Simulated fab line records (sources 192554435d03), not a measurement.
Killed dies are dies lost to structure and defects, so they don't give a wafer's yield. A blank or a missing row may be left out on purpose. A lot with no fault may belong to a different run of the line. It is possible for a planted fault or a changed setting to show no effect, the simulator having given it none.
Problem report in the 8D (eight disciplines) form, filled by code -- flow n5 finfet -- the parts of the form that need people (team, actions taken, sign-off) are left out

## 1. THE ISSUE
N5_HKMG_FIN_CMP_23, overpolish run s: mean 6.390 s over 1 wafer from 1 lot; wafers with no fault: 10.000 s, standard deviation 0.0098. So: -99 or more standard deviations from the usual mean.
The step: polishes, stops on SiNx, t overpolish 10 s, target thk 46.326 nm.
Earliest sighting: wafer L326.2 on cmp-02 at day 7 05:34. At this step, 27 wafers from 9 lots have a number in the record. By rule, "out" or "out of limits" means more than 4 standard deviations away from the usual mean. The other wafers with a number count as sound.

## 2. WHAT THIS IS AND IS NOT
question,is,is not
which readings at this step,"overpolish run s, time to endpoint s","edge zone pressure frac, motor current A, slurry filter dp kPa"
which lots,L326,"L317, L318, L324, L329, L331, L333, L337, L338"
which wafers of those lots,L326.2,"L326.5, L326.6"
read on which tools,cmp-02,"cmp-01, cmp-03"
when,from day 7 05:34,"up to then (11 sound wafers); but 15 sound wafers of L329, L331, L333, L337, L338 came after"

## 3. WHAT RULES OUT EACH SUSPECT
Counting: a tool at a process step up to the reading stays a suspect if it ran every lot that is out. Sound lots after the first of them don't rule it out here, since some wafers of a struck lot are sound.
- rie diel-03 at N5_HKMG_FIN_ETCH_67 (etches SOC in N2/H2, stops on TiN, target depth 388.9 nm): kept. It ran the lot that is out, L326 (day 7 04:07).
- cmp-02 at N5_HKMG_FIN_CMP_23 (polishes, stops on SiNx, t overpolish 10 s, target thk 46.326 nm): kept. It processed L326, the lot that is out, at day 7 05:34, and its most recent sound lot before then was L324 at day 6 16:43. Its own readings are out on those wafers: overpolish run s, time to endpoint s.
- In rie diel-03 at N5_HKMG_FIN_ETCH_67, the wafers that are out were processed in chamber 0 and their sound lot-mates in chambers 2, 3.
Left after counting: rie diel-03 at N5_HKMG_FIN_ETCH_67, cmp-02 at N5_HKMG_FIN_CMP_23.

## 4. THE CAUSE (what the simulator had put in)
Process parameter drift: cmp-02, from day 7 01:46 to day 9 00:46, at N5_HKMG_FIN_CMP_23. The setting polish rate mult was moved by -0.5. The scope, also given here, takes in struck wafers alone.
This tool is one of the 2 suspects left after counting.

## 5. THE EFFECT CHAIN, in route order
Each row: a reading where the mean over the struck wafers with a number is more than 3 standard deviations away from the usual. Scope: only readings with a usual standard deviation given in the record; hours: median across lots of the time from each lot's start at the first step in this table that gives one to its start at this step; sigmas: change in usual standard deviations.
hours,step,reading,usual,on struck wafers,change,sigmas
0,N5_HKMG_FIN_CMP_23,overpolish run s,10.000 s,6.390,-3.610,-99 or more
0,N5_HKMG_FIN_CMP_23,time to endpoint s,12.3 s,22.0,+9.7,+5.7
Process steps it contains:
- N5_HKMG_FIN_CMP_23: polishes, stops on SiNx, t overpolish 10 s, target thk 46.326 nm.
Later steps that measure or inspect, where all struck wafers having a row at the step show a number for every such reading and not one has moved that far: N5_BEOL_M4_RC_MEAS_101.

## 6. WHAT WOULD HAVE CAUGHT IT SOONER
The fault began at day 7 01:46; the first out-of-limits reading in this record came at day 7 05:34, 4 hours later.
